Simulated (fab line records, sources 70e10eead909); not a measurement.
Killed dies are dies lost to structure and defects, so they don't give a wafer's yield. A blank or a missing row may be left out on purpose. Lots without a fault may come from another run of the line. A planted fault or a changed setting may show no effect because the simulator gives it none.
Which tool did it? | flow nand_harc | 12 lots, 36 wafers sampled, at 2 steps of a route of 1159

WHAT THE GAUGES READ, wafer by wafer
NHARC_P_M1_OVL_MEAS_10: pitch 260 nm.
lot  | measured     | on         | overlay_x_nm (nm)
L075 | day 6 09:58  | overlay-02 | 0.0 0.0 -0.1
L076 | day 6 18:53  | overlay-02 | 1.1 1.1 0.8
L079 | day 7 00:46  | overlay-01 | 0.1 0.4 0.3
L080 | day 7 15:52  | overlay-01 | 0.8 0.8 0.8
L083 | day 8 07:20  | overlay-02 | 0.6 0.4 0.6
L085 | day 8 13:38  | overlay-01 | -0.6 -0.8 -0.2
L086 | day 9 07:25  | overlay-02 | 0.6 0.6 0.9
L089 | day 10 06:40 | overlay-02 | 0.6 -0.2 0.1
L091 | day 10 08:18 | overlay-02 | -1.7 -1.6 -1.4
L093 | day 10 12:50 | overlay-01 | -0.3 0.5 0.3
L095 | day 11 09:55 | overlay-01 | 0.3 0.3 0.8
L097 | day 11 12:08 | overlay-02 | -1.7 -1.6 -1.1

WHICH TOOL RAN EACH LOT (tool, then ch and the chambers of the sampled wafers, then the start)
lot  | NHARC_P_M0_DEP_32
L075 | pecvd-03 ch 0,1, day 6 08:38
L076 | pecvd-04 ch 0,1,2, day 6 17:32
L079 | pecvd-03 ch 1,2, day 6 23:23
L080 | pecvd-04 ch 0,1, day 7 14:38
L083 | pecvd-02 ch 0,1,2, day 8 06:03
L085 | pecvd-04 ch 1,2, day 8 12:20
L086 | pecvd-02 ch 0,2, day 9 05:59
L089 | pecvd-02 ch 0,1, day 10 05:17
L091 | pecvd-02 ch 0,1,2, day 10 07:06
L093 | pecvd-02 ch 0,1, day 10 11:22
L095 | pecvd-03 ch 0,1,2, day 11 08:26
L097 | pecvd-04 ch 0,2, day 11 10:45
- NHARC_P_M0_DEP_32: deposits SiCN, target thk 30 nm.

THE ANSWER, worked out from the rows above alone
Rule: what is usual is taken from the lots themselves. Put in order of their means at a reading, lots are off if they are a third of the lots or fewer, leave a main group of 4 or more, and stand apart from it by a gap of 3 or more times the standard deviation of the main group's means; of several such gaps the widest counts. A main group whose means are all the same, to the digits that the tables above print for the reading, isn't used. A lot without any number at a reading at which 4 lots or more have one is off too. The other lots that the step has rows for count as sound.
No lot is off at any reading shown: from this, nothing can be told.

WHAT THE SIMULATOR HAD PUT IN
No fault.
